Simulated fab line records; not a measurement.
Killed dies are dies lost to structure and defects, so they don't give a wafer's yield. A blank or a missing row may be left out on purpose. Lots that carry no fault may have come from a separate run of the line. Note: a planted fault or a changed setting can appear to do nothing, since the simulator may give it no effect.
Which tool is to blame? :: flow nand-harc :: 24 lots with 72 wafers sampled at 6 steps, on a route of 1302 steps

WHAT THE GAUGES READ, wafer by wafer
The record lacks any reading of a measuring or inspecting step that a usual standard deviation could be used to judge.

WHICH TOOL RAN EACH LOT (tool, then ch and the chambers of the sampled wafers, then the start)
lot: L075
NHARC_A_WL_FILL_STRIP_27: plasma-asher-02 ch 0,1, day 20 10:42
NHARC_A_CONTACT_ETCH_51: rie-diel-13 ch 1,2, day 21 15:35 or earlier
NHARC_A_CONTACT_ETCH_113: har-cap-etch-03 ch 0,1, day 21 15:35
NHARC_A_CONTACT_ETCH_119: har-cap-etch-03 ch 0,1, day 21 16:37
NHARC_A_CONTACT_DEP_57: acl-dep-02 ch 0, day 21 19:35
NHARC_A_CONTACT_DEP_58: pecvd-03 ch 0,1,2, day 21 22:52

lot: L074
NHARC_A_WL_FILL_STRIP_27: plasma-asher-01 ch 0,1, day 20 21:38
NHARC_A_CONTACT_ETCH_51: rie-diel-02 ch 0,3, day 22 01:14 or earlier
NHARC_A_CONTACT_ETCH_113: har-cap-etch-02 ch 0,1, day 22 01:14
NHARC_A_CONTACT_ETCH_119: har-cap-etch-02 ch 0,1, day 22 02:16
NHARC_A_CONTACT_DEP_57: acl-dep-02 ch 0, day 22 05:40
NHARC_A_CONTACT_DEP_58: pecvd-03 ch 1,2, day 22 09:00

lot: L077
NHARC_A_WL_FILL_STRIP_27: plasma-asher-01 ch 0,1, day 21 05:23
NHARC_A_CONTACT_ETCH_51: rie-diel-02 ch 0,2, day 22 07:05 or earlier
NHARC_A_CONTACT_ETCH_113: har-cap-etch-03 ch 0,1, day 22 07:05
NHARC_A_CONTACT_ETCH_119: har-cap-etch-03 ch 0,1, day 22 08:07
NHARC_A_CONTACT_DEP_57: acl-dep-03 ch 0, day 22 12:35
NHARC_A_CONTACT_DEP_58: pecvd-04 ch 0,1, day 22 15:17

lot: L076
NHARC_A_WL_FILL_STRIP_27: plasma-asher-02 ch 0,1, day 21 05:44
NHARC_A_CONTACT_ETCH_51: rie-diel-13 ch 0,3, day 22 07:39 or earlier
NHARC_A_CONTACT_ETCH_113: har-cap-etch-02 ch 0,1, day 22 07:39
NHARC_A_CONTACT_ETCH_119: har-cap-etch-02 ch 0,1, day 22 08:41
NHARC_A_CONTACT_DEP_57: acl-dep-01 ch 0, day 22 12:50
NHARC_A_CONTACT_DEP_58: pecvd-04 ch 0,2, day 22 15:38

lot: L079
NHARC_A_WL_FILL_STRIP_27: plasma-asher-01 ch 0,1, day 21 21:58
NHARC_A_CONTACT_ETCH_51: rie-diel-09 ch 0,2, day 23 00:08 or earlier
NHARC_A_CONTACT_ETCH_113: har-cap-etch-03 ch 0,1, day 23 00:08
NHARC_A_CONTACT_ETCH_119: har-cap-etch-03 ch 0,1, day 23 01:09
NHARC_A_CONTACT_DEP_57: acl-dep-01 ch 0, day 23 03:59
NHARC_A_CONTACT_DEP_58: pecvd-03 ch 1,2, day 23 07:16

lot: L078
NHARC_A_WL_FILL_STRIP_27: plasma-asher-02 ch 0,1, day 22 11:25
NHARC_A_CONTACT_ETCH_51: rie-diel-09 ch 0,2, day 23 14:04 or earlier
NHARC_A_CONTACT_ETCH_113: har-cap-etch-02 ch 0,1, day 23 14:04
NHARC_A_CONTACT_ETCH_119: har-cap-etch-02 ch 0,1, day 23 15:05
NHARC_A_CONTACT_DEP_57: acl-dep-02 ch 0, day 23 17:53
NHARC_A_CONTACT_DEP_58: pecvd-01 ch 1,2, day 23 21:09

lot: L081
NHARC_A_WL_FILL_STRIP_27: plasma-asher-02 ch 0,1, day 23 01:52
NHARC_A_CONTACT_ETCH_51: rie-diel-02 ch 1,2,3, day 24 07:29 or earlier
NHARC_A_CONTACT_ETCH_113: har-cap-etch-01 ch 0,1, day 24 07:29
NHARC_A_CONTACT_ETCH_119: har-cap-etch-01 ch 0,1, day 24 08:31
NHARC_A_CONTACT_DEP_57: acl-dep-03 ch 0, day 24 13:05
NHARC_A_CONTACT_DEP_58: pecvd-04 ch 0,1,2, day 24 15:47

lot: L080
NHARC_A_WL_FILL_STRIP_27: plasma-asher-02 ch 0,1, day 23 02:07
NHARC_A_CONTACT_ETCH_51: rie-diel-02 ch 0,1,3, day 24 02:35 or earlier
NHARC_A_CONTACT_ETCH_113: har-cap-etch-02 ch 0,1, day 24 02:35
NHARC_A_CONTACT_ETCH_119: har-cap-etch-02 ch 0,1, day 24 03:37
NHARC_A_CONTACT_DEP_57: acl-dep-01 ch 0, day 27 05:25
NHARC_A_CONTACT_DEP_58: pecvd-03 ch 0,1,2, day 27 08:07

lot: L082
NHARC_A_WL_FILL_STRIP_27: plasma-asher-01 ch 0,1, day 23 17:12
NHARC_A_CONTACT_ETCH_51: rie-diel-02 ch 1,2,3, day 24 17:29 or earlier
NHARC_A_CONTACT_ETCH_113: har-cap-etch-01 ch 0,1, day 24 17:29
NHARC_A_CONTACT_ETCH_119: har-cap-etch-01 ch 0,1, day 24 18:31
NHARC_A_CONTACT_DEP_57: acl-dep-01 ch 0, day 24 22:26
NHARC_A_CONTACT_DEP_58: pecvd-03 ch 0,2, day 25 00:38

lot: L083
NHARC_A_WL_FILL_STRIP_27: plasma-asher-02 ch 0,1, day 24 06:01
NHARC_A_CONTACT_ETCH_51: rie-diel-13 ch 1,2,3, day 25 07:28 or earlier
NHARC_A_CONTACT_ETCH_113: har-cap-etch-01 ch 0,1, day 25 07:28
NHARC_A_CONTACT_ETCH_119: har-cap-etch-01 ch 0,1, day 25 08:29
NHARC_A_CONTACT_DEP_57: acl-dep-01 ch 0, day 25 11:24
NHARC_A_CONTACT_DEP_58: pecvd-04 ch 0,2, day 25 14:42

lot: L084
NHARC_A_WL_FILL_STRIP_27: plasma-asher-02 ch 0, day 24 17:09
NHARC_A_CONTACT_ETCH_51: rie-diel-13 ch 1,2, day 25 19:11 or earlier
NHARC_A_CONTACT_ETCH_113: har-cap-etch-03 ch 0,1, day 25 19:11
NHARC_A_CONTACT_ETCH_119: har-cap-etch-03 ch 0,1, day 25 20:30
NHARC_A_CONTACT_DEP_57: acl-dep-03 ch 0, day 26 00:56
NHARC_A_CONTACT_DEP_58: pecvd-01 ch 2, day 26 04:11

lot: L086
NHARC_A_WL_FILL_STRIP_27: plasma-asher-01 ch 0,1, day 24 21:13
NHARC_A_CONTACT_ETCH_51: rie-diel-13 ch 0,1,3, day 25 22:54 or earlier
NHARC_A_CONTACT_ETCH_113: har-cap-etch-01 ch 0,1, day 25 22:54
NHARC_A_CONTACT_ETCH_119: har-cap-etch-01 ch 0,1, day 25 23:55
NHARC_A_CONTACT_DEP_57: acl-dep-02 ch 0, day 26 03:48
NHARC_A_CONTACT_DEP_58: pecvd-03 ch 0,1, day 26 06:58

lot: L085
NHARC_A_WL_FILL_STRIP_27: plasma-asher-02 ch 0,1, day 25 00:29
NHARC_A_CONTACT_ETCH_51: rie-diel-09 ch 0,1,2, day 26 05:13 or earlier
NHARC_A_CONTACT_ETCH_113: har-cap-etch-01 ch 0,1, day 26 05:13
NHARC_A_CONTACT_ETCH_119: har-cap-etch-01 ch 0,1, day 26 06:14
NHARC_A_CONTACT_DEP_57: acl-dep-03 ch 0, day 26 09:47
NHARC_A_CONTACT_DEP_58: pecvd-04 ch 0,1,2, day 26 13:04

lot: L089
NHARC_A_WL_FILL_STRIP_27: plasma-asher-02 ch 0,1, day 26 00:02
NHARC_A_CONTACT_ETCH_51: rie-diel-02 ch 0,2,3, day 27 00:52 or earlier
NHARC_A_CONTACT_ETCH_113: har-cap-etch-03 ch 0,1, day 27 00:52
NHARC_A_CONTACT_ETCH_119: har-cap-etch-03 ch 0,1, day 27 01:53
NHARC_A_CONTACT_DEP_57: acl-dep-02 ch 0, day 27 07:43
NHARC_A_CONTACT_DEP_58: pecvd-03 ch 0,1,2, day 27 10:28

lot: L088
NHARC_A_WL_FILL_STRIP_27: plasma-asher-01 ch 0,1, day 26 00:04
NHARC_A_CONTACT_ETCH_51: rie-diel-09 ch 1,2,3, day 27 00:46 or earlier
NHARC_A_CONTACT_ETCH_113: har-cap-etch-01 ch 0,1, day 27 00:46
NHARC_A_CONTACT_ETCH_119: har-cap-etch-01 ch 0,1, day 27 01:47
NHARC_A_CONTACT_DEP_57: acl-dep-03 ch 0, day 27 07:13
NHARC_A_CONTACT_DEP_58: pecvd-03 ch 0,1, day 27 09:24

lot: L087
NHARC_A_WL_FILL_STRIP_27: plasma-asher-02 ch 0,1, day 26 17:57
NHARC_A_CONTACT_ETCH_51: rie-diel-09 ch 1,2, day 27 22:54 or earlier
NHARC_A_CONTACT_ETCH_113: har-cap-etch-01 ch 0,1, day 27 22:54
NHARC_A_CONTACT_ETCH_119: har-cap-etch-01 ch 0,1, day 27 23:55
NHARC_A_CONTACT_DEP_57: acl-dep-01 ch 0, day 28 02:45
NHARC_A_CONTACT_DEP_58: pecvd-03 ch 0,2, day 28 06:01

lot: L090
NHARC_A_WL_FILL_STRIP_27: plasma-asher-01 ch 0,1, day 27 06:14
NHARC_A_CONTACT_ETCH_51: rie-diel-02 ch 0,1,2, day 28 08:55 or earlier
NHARC_A_CONTACT_ETCH_113: har-cap-etch-02 ch 0,1, day 28 08:55
NHARC_A_CONTACT_ETCH_119: har-cap-etch-02 ch 0,1, day 28 09:56
NHARC_A_CONTACT_DEP_57: acl-dep-02 ch 0, day 28 13:19
NHARC_A_CONTACT_DEP_58: pecvd-03 ch 1,2, day 28 16:02

lot: L091
NHARC_A_WL_FILL_STRIP_27: plasma-asher-01 ch 0,1, day 27 21:40
NHARC_A_CONTACT_ETCH_51: rie-diel-02 ch 0,1,2, day 29 03:47 or earlier
NHARC_A_CONTACT_ETCH_113: har-cap-etch-02 ch 0,1, day 29 03:47
NHARC_A_CONTACT_ETCH_119: har-cap-etch-02 ch 0,1, day 29 04:49
NHARC_A_CONTACT_DEP_57: acl-dep-02 ch 0, day 29 08:11
NHARC_A_CONTACT_DEP_58: pecvd-03 ch 0, day 29 11:03

lot: L092
NHARC_A_WL_FILL_STRIP_27: plasma-asher-01 ch 0,1, day 28 12:02
NHARC_A_CONTACT_ETCH_51: rie-diel-02 ch 0,1,2, day 29 15:25 or earlier
NHARC_A_CONTACT_ETCH_113: har-cap-etch-01 ch 0,1, day 29 15:25
NHARC_A_CONTACT_ETCH_119: har-cap-etch-01 ch 0,1, day 29 16:26
NHARC_A_CONTACT_DEP_57: acl-dep-02 ch 0, day 29 20:50
NHARC_A_CONTACT_DEP_58: pecvd-04 ch 0,1,2, day 29 22:32

lot: L093
NHARC_A_WL_FILL_STRIP_27: plasma-asher-02 ch 0,1, day 28 17:53
NHARC_A_CONTACT_ETCH_51: rie-diel-09 ch 0,1,3, day 29 18:38 or earlier
NHARC_A_CONTACT_ETCH_113: har-cap-etch-02 ch 0,1, day 29 18:38
NHARC_A_CONTACT_ETCH_119: har-cap-etch-02 ch 0,1, day 29 19:39
NHARC_A_CONTACT_DEP_57: acl-dep-02 ch 0, day 29 23:36
NHARC_A_CONTACT_DEP_58: pecvd-01 ch 0,1,2, day 30 02:18

lot: L094
NHARC_A_WL_FILL_STRIP_27: plasma-asher-02 ch 0,1, day 28 20:35
NHARC_A_CONTACT_ETCH_51: rie-diel-09 ch 0,1, day 29 20:11 or earlier
NHARC_A_CONTACT_ETCH_113: har-cap-etch-03 ch 0, day 29 20:11
NHARC_A_CONTACT_ETCH_119: har-cap-etch-03 ch 0, day 29 21:13
NHARC_A_CONTACT_DEP_57: acl-dep-01 ch 0, day 30 00:55
NHARC_A_CONTACT_DEP_58: pecvd-04 ch 0,1, day 30 03:39

lot: L095
NHARC_A_WL_FILL_STRIP_27: plasma-asher-02 ch 0,1, day 29 00:25
NHARC_A_CONTACT_ETCH_51: rie-diel-09 ch 0,1,3, day 30 02:55 or earlier
NHARC_A_CONTACT_ETCH_113: har-cap-etch-03 ch 0,1, day 30 02:55
NHARC_A_CONTACT_ETCH_119: har-cap-etch-03 ch 0,1, day 30 04:13
NHARC_A_CONTACT_DEP_57: acl-dep-02 ch 0, day 30 09:32
NHARC_A_CONTACT_DEP_58: pecvd-04 ch 0,2, day 30 12:47

lot: L096
NHARC_A_WL_FILL_STRIP_27: plasma-asher-01 ch 0,1, day 29 10:11
NHARC_A_CONTACT_ETCH_51: rie-diel-02 ch 0,1,3, day 30 11:06 or earlier
NHARC_A_CONTACT_ETCH_113: har-cap-etch-01 ch 0,1, day 30 11:06
NHARC_A_CONTACT_ETCH_119: har-cap-etch-01 ch 0,1, day 30 12:08
NHARC_A_CONTACT_DEP_57: acl-dep-01 ch 0, day 30 16:33
NHARC_A_CONTACT_DEP_58: pecvd-03 ch 0,1,2, day 30 18:44

lot: L097
NHARC_A_WL_FILL_STRIP_27: plasma-asher-02 ch 0,1, day 29 10:13
NHARC_A_CONTACT_ETCH_51: rie-diel-09 ch 1,2,3, day 30 10:32 or earlier
NHARC_A_CONTACT_ETCH_113: har-cap-etch-03 ch 0,1, day 30 10:32
NHARC_A_CONTACT_ETCH_119: har-cap-etch-03 ch 0,1, day 30 11:34
NHARC_A_CONTACT_DEP_57: acl-dep-03 ch 0, day 30 15:16
NHARC_A_CONTACT_DEP_58: pecvd-03 ch 0,1,2, day 30 18:30
- NHARC_A_WL_FILL_STRIP_27: strips in N2/H2, time 20 s.
- NHARC_A_CONTACT_ETCH_51: etches the open film in O2/COS, target depth 7000 nm, time 1820 s.
- NHARC_A_CONTACT_ETCH_113: etches the open film in C4F8/O2/Ar, time 190 s, target depth 1850 nm.
- NHARC_A_CONTACT_ETCH_119: etches the open film in C4F8/O2/Ar, time 190 s, target depth 1850 nm.
- NHARC_A_CONTACT_DEP_57: deposits aC, target thk 5300 nm.
- NHARC_A_CONTACT_DEP_58: deposits SiON, target thk 90 nm.

WHAT THE TOOLS THEMSELVES READ (means of the sampled wafers that have a number; where no wafer has one, the mark that the record gives instead)
NHARC_A_WL_FILL_STRIP_27. Usual: drypump-motor-current-A 5.5 A, standard deviation 0.44; heater-power-w 356 W, standard deviation 21.
lot: L075
tool: plasma-asher-02
drypump-motor-current-A (A): 5.9
heater-power-w (W): 352
flag: 

lot: L074
tool: plasma-asher-01
drypump-motor-current-A (A): 5.1
heater-power-w (W): 369
flag: 

lot: L077
tool: plasma-asher-01
drypump-motor-current-A (A): 4.9
heater-power-w (W): 364
flag: 

lot: L076
tool: plasma-asher-02
drypump-motor-current-A (A): 5.9
heater-power-w (W): 349
flag: 

lot: L079
tool: plasma-asher-01
drypump-motor-current-A (A): 4.9
heater-power-w (W): 359
flag: 

lot: L078
tool: plasma-asher-02
drypump-motor-current-A (A): 5.8
heater-power-w (W): 373
flag: 

lot: L081
tool: plasma-asher-02
drypump-motor-current-A (A): 5.9
heater-power-w (W): 354
flag: 

lot: L080
tool: plasma-asher-02
drypump-motor-current-A (A): 5.9
heater-power-w (W): 349
flag: 

lot: L082
tool: plasma-asher-01
drypump-motor-current-A (A): 4.9
heater-power-w (W): 352
flag: 

lot: L083
tool: plasma-asher-02
drypump-motor-current-A (A): 5.9
heater-power-w (W): 369
flag: 

lot: L084
tool: plasma-asher-02
drypump-motor-current-A (A): 5.8
heater-power-w (W): 392
flag: 

lot: L086
tool: plasma-asher-01
drypump-motor-current-A (A): 5.1
heater-power-w (W): 356
flag: 

lot: L085
tool: plasma-asher-02
drypump-motor-current-A (A): 5.9
heater-power-w (W): 376
flag: 

lot: L089
tool: plasma-asher-02
drypump-motor-current-A (A): 5.9
heater-power-w (W): 358
flag: 

lot: L088
tool: plasma-asher-01
drypump-motor-current-A (A): 4.9
heater-power-w (W): 356
flag: 

lot: L087
tool: plasma-asher-02
drypump-motor-current-A (A): 5.8
heater-power-w (W): 344
flag: 

lot: L090
tool: plasma-asher-01
drypump-motor-current-A (A): 5.1
heater-power-w (W): 354
flag: 

lot: L091
tool: plasma-asher-01
drypump-motor-current-A (A): 5.1
heater-power-w (W): 356
flag: 

lot: L092
tool: plasma-asher-01
drypump-motor-current-A (A): 4.9
heater-power-w (W): 351
flag: 

lot: L093
tool: plasma-asher-02
drypump-motor-current-A (A): 5.9
heater-power-w (W): 347
flag: 

lot: L094
tool: plasma-asher-02
drypump-motor-current-A (A): 5.9
heater-power-w (W): 348
flag: 

lot: L095
tool: plasma-asher-02
drypump-motor-current-A (A): 5.9
heater-power-w (W): 350
flag: 

lot: L096
tool: plasma-asher-01
drypump-motor-current-A (A): 4.9
heater-power-w (W): 354
flag: 

lot: L097
tool: plasma-asher-02
drypump-motor-current-A (A): 5.9
heater-power-w (W): 351
flag: 

NHARC_A_CONTACT_ETCH_51. Usual: drypump-motor-current-A 6.0 A, standard deviation 0.51; oes-product-au 0.996 a.u., standard deviation 0.013; rf-vpp-V 314.6 V, standard deviation 2; showerhead-plenum-p-Torr 3.16 Torr, standard deviation 0.13; throttle-valve-pct 28.330 %, standard deviation 0.0091.
lot: L075
tool: rie-diel-13
drypump-motor-current-A (A): 5.7
oes-product-au (a.u.): 1.000
rf-vpp-V (V): 316.2
showerhead-plenum-p-Torr (Torr): 3.21
throttle-valve-pct (%): 28.331
flag: 

lot: L074
tool: rie-diel-02
drypump-motor-current-A (A): 6.5
oes-product-au (a.u.): 0.975
rf-vpp-V (V): 313.4
showerhead-plenum-p-Torr (Torr): 3.05
throttle-valve-pct (%): 28.327
flag: 

lot: L077
tool: rie-diel-02
drypump-motor-current-A (A): 6.3
oes-product-au (a.u.): 0.999
rf-vpp-V (V): 315.0
showerhead-plenum-p-Torr (Torr): 3.17
throttle-valve-pct (%): 28.336
flag: 

lot: L076
tool: rie-diel-13
drypump-motor-current-A (A): 5.9
oes-product-au (a.u.): 0.996
rf-vpp-V (V): 317.1
showerhead-plenum-p-Torr (Torr): 3.30
throttle-valve-pct (%): 28.338
flag: 

lot: L079
tool: rie-diel-09
drypump-motor-current-A (A): 5.3
oes-product-au (a.u.): 0.979
rf-vpp-V (V): 317.2
showerhead-plenum-p-Torr (Torr): 3.35
throttle-valve-pct (%): 28.323
flag: 

lot: L078
tool: rie-diel-09
drypump-motor-current-A (A): 5.3
oes-product-au (a.u.): 0.977
rf-vpp-V (V): 317.3
showerhead-plenum-p-Torr (Torr): 3.35
throttle-valve-pct (%): 28.337
flag: 

lot: L081
tool: rie-diel-02
drypump-motor-current-A (A): 6.5
oes-product-au (a.u.): 0.998
rf-vpp-V (V): 312.8
showerhead-plenum-p-Torr (Torr): 3.03
throttle-valve-pct (%): 28.336
flag: 

lot: L080
tool: rie-diel-02
drypump-motor-current-A (A): 6.5
oes-product-au (a.u.): 0.987
rf-vpp-V (V): 313.7
showerhead-plenum-p-Torr (Torr): 3.09
throttle-valve-pct (%): 28.335
flag: 

lot: L082
tool: rie-diel-02
drypump-motor-current-A (A): 6.6
oes-product-au (a.u.): 0.988
rf-vpp-V (V): 311.6
showerhead-plenum-p-Torr (Torr): 3.03
throttle-valve-pct (%): 28.327
flag: 

lot: L083
tool: rie-diel-13
drypump-motor-current-A (A): 5.9
oes-product-au (a.u.): 1.012
rf-vpp-V (V): 315.0
showerhead-plenum-p-Torr (Torr): 3.25
throttle-valve-pct (%): 28.331
flag: 

lot: L084
tool: rie-diel-13
drypump-motor-current-A (A): 6.1
oes-product-au (a.u.): 0.997
rf-vpp-V (V): 315.0
showerhead-plenum-p-Torr (Torr): 3.19
throttle-valve-pct (%): 28.321
flag: 

lot: L086
tool: rie-diel-13
drypump-motor-current-A (A): 6.1
oes-product-au (a.u.): 1.015
rf-vpp-V (V): 315.8
showerhead-plenum-p-Torr (Torr): 3.24
throttle-valve-pct (%): 28.333
flag: 

lot: L085
tool: rie-diel-09
drypump-motor-current-A (A): 5.6
oes-product-au (a.u.): 0.996
rf-vpp-V (V): 316.4
showerhead-plenum-p-Torr (Torr): 3.24
throttle-valve-pct (%): 28.329
flag: 

lot: L089
tool: rie-diel-02
drypump-motor-current-A (A): 6.4
oes-product-au (a.u.): 0.991
rf-vpp-V (V): 314.3
showerhead-plenum-p-Torr (Torr): 3.10
throttle-valve-pct (%): 28.336
flag: 

lot: L088
tool: rie-diel-09
drypump-motor-current-A (A): 5.5
oes-product-au (a.u.): 0.994
rf-vpp-V (V): 314.1
showerhead-plenum-p-Torr (Torr): 3.15
throttle-valve-pct (%): 28.329
flag: 

lot: L087
tool: rie-diel-09
drypump-motor-current-A (A): 5.8
oes-product-au (a.u.): 0.998
rf-vpp-V (V): 315.4
showerhead-plenum-p-Torr (Torr): 3.16
throttle-valve-pct (%): 28.332
flag: 

lot: L090
tool: rie-diel-02
drypump-motor-current-A (A): 6.4
oes-product-au (a.u.): 1.000
rf-vpp-V (V): 314.8
showerhead-plenum-p-Torr (Torr): 3.15
throttle-valve-pct (%): 28.323
flag: 

lot: L091
tool: rie-diel-02
drypump-motor-current-A (A): 6.4
oes-product-au (a.u.): 0.993
rf-vpp-V (V): 314.7
showerhead-plenum-p-Torr (Torr): 3.14
throttle-valve-pct (%): 28.323
flag: 

lot: L092
tool: rie-diel-02
drypump-motor-current-A (A): 6.4
oes-product-au (a.u.): 0.992
rf-vpp-V (V): 314.5
showerhead-plenum-p-Torr (Torr): 3.14
throttle-valve-pct (%): 28.333
flag: 

lot: L093
tool: rie-diel-09
drypump-motor-current-A (A): 5.7
oes-product-au (a.u.): 0.989
rf-vpp-V (V): 314.0
showerhead-plenum-p-Torr (Torr): 3.12
throttle-valve-pct (%): 28.328
flag: 

lot: L094
tool: rie-diel-09
drypump-motor-current-A (A): 5.8
oes-product-au (a.u.): 0.995
rf-vpp-V (V): 314.2
showerhead-plenum-p-Torr (Torr): 3.20
throttle-valve-pct (%): 28.341
flag: 

lot: L095
tool: rie-diel-09
drypump-motor-current-A (A): 5.7
oes-product-au (a.u.): 1.002
rf-vpp-V (V): 313.3
showerhead-plenum-p-Torr (Torr): 3.12
throttle-valve-pct (%): 28.324
flag: 

lot: L096
tool: rie-diel-02
drypump-motor-current-A (A): 6.5
oes-product-au (a.u.): 1.000
rf-vpp-V (V): 313.8
showerhead-plenum-p-Torr (Torr): 3.08
throttle-valve-pct (%): 28.337
flag: 

lot: L097
tool: rie-diel-09
drypump-motor-current-A (A): 5.4
oes-product-au (a.u.): 0.994
rf-vpp-V (V): 313.6
showerhead-plenum-p-Torr (Torr): 3.14
throttle-valve-pct (%): 28.338
flag: 

NHARC_A_CONTACT_DEP_57. Usual: throttle-valve-pct at 35.000 %, with a standard deviation of 0.0085.
lot: L075
tool: acl-dep-02
throttle-valve-pct (%): 35.011
flag: 

lot: L074
tool: acl-dep-02
throttle-valve-pct (%): 35.006
flag: 

lot: L077
tool: acl-dep-03
throttle-valve-pct (%): 34.995
flag: 

lot: L076
tool: acl-dep-01
throttle-valve-pct (%): 35.004
flag: 

lot: L079
tool: acl-dep-01
throttle-valve-pct (%): 34.999
flag: 

lot: L078
tool: acl-dep-02
throttle-valve-pct (%): 34.999
flag: 

lot: L081
tool: acl-dep-03
throttle-valve-pct (%): 34.998
flag: 

lot: L080
tool: acl-dep-01
throttle-valve-pct (%): 34.996
flag: 

lot: L082
tool: acl-dep-01
throttle-valve-pct (%): 34.996
flag: 

lot: L083
tool: acl-dep-01
throttle-valve-pct (%): 34.997
flag: 

lot: L084
tool: acl-dep-03
throttle-valve-pct (%): 35.001
flag: 

lot: L086
tool: acl-dep-02
throttle-valve-pct (%): 35.002
flag: 

lot: L085
tool: acl-dep-03
throttle-valve-pct (%): 35.000
flag: 

lot: L089
tool: acl-dep-02
throttle-valve-pct (%): 34.994
flag: 

lot: L088
tool: acl-dep-03
throttle-valve-pct (%): 35.002
flag: 

lot: L087
tool: acl-dep-01
throttle-valve-pct (%): 34.995
flag: 

lot: L090
tool: acl-dep-02
throttle-valve-pct (%): 34.997
flag: 

lot: L091
tool: acl-dep-02
throttle-valve-pct (%): 35.002
flag: 

lot: L092
tool: acl-dep-02
throttle-valve-pct (%): 34.993
flag: 

lot: L093
tool: acl-dep-02
throttle-valve-pct (%): 34.994
flag: 

lot: L094
tool: acl-dep-01
throttle-valve-pct (%): 35.002
flag: 

lot: L095
tool: acl-dep-02
throttle-valve-pct (%): 34.993
flag: 

lot: L096
tool: acl-dep-01
throttle-valve-pct (%): 35.002
flag: 

lot: L097
tool: acl-dep-03
throttle-valve-pct (%): 35.003
flag: 

NHARC_A_CONTACT_DEP_58. Usual: heater-power-w at 776 W, with a standard deviation of 75.
lot: L075
tool: pecvd-03
heater-power-w (W): 728
flag: 

lot: L074
tool: pecvd-03
heater-power-w (W): 842
flag: 

lot: L077
tool: pecvd-04
heater-power-w (W): 775
flag: 

lot: L076
tool: pecvd-04
heater-power-w (W): 825
flag: 

lot: L079
tool: pecvd-03
heater-power-w (W): 822
flag: 

lot: L078
tool: pecvd-01
heater-power-w (W): 740
flag: 

lot: L081
tool: pecvd-04
heater-power-w (W): 816
flag: 

lot: L080
tool: pecvd-03
heater-power-w (W): 750
flag: 

lot: L082
tool: pecvd-03
heater-power-w (W): 743
flag: 

lot: L083
tool: pecvd-04
heater-power-w (W): 822
flag: 

lot: L084
tool: pecvd-01
heater-power-w (W): 725
flag: 

lot: L086
tool: pecvd-03
heater-power-w (W): 763
flag: 

lot: L085
tool: pecvd-04
heater-power-w (W): 753
flag: 

lot: L089
tool: pecvd-03
heater-power-w (W): 787
flag: 

lot: L088
tool: pecvd-03
heater-power-w (W): 727
flag: 

lot: L087
tool: pecvd-03
heater-power-w (W): 721
flag: 

lot: L090
tool: pecvd-03
heater-power-w (W): 792
flag: 

lot: L091
tool: pecvd-03
heater-power-w (W): 630
flag: 

lot: L092
tool: pecvd-04
heater-power-w (W): 762
flag: 

lot: L093
tool: pecvd-01
heater-power-w (W): 802
flag: 

lot: L094
tool: pecvd-04
heater-power-w (W): 720
flag: 

lot: L095
tool: pecvd-04
heater-power-w (W): 816
flag: 

lot: L096
tool: pecvd-03
heater-power-w (W): 810
flag: 

lot: L097
tool: pecvd-03
heater-power-w (W): 785
flag: 

THE ANSWER, worked out from the rows above alone
Rule: take the mean of a lot's wafers that have a number; if it is more than 3 standard deviations from the usual mean, the lot is off. Also off: a lot with no number at a reading for which 4 or more lots have one. All remaining lots with rows at the step are treated as sound. First the gauges in route order, then the tools' own readings, where a lot's mean is used as printed above. At the first step where some lot is off, the reading lying furthest off is the one used; lots without a number count as furthest.
Across all readings shown, no lot is off: no conclusion can be drawn from this.

WHAT THE SIMULATOR HAD PUT IN
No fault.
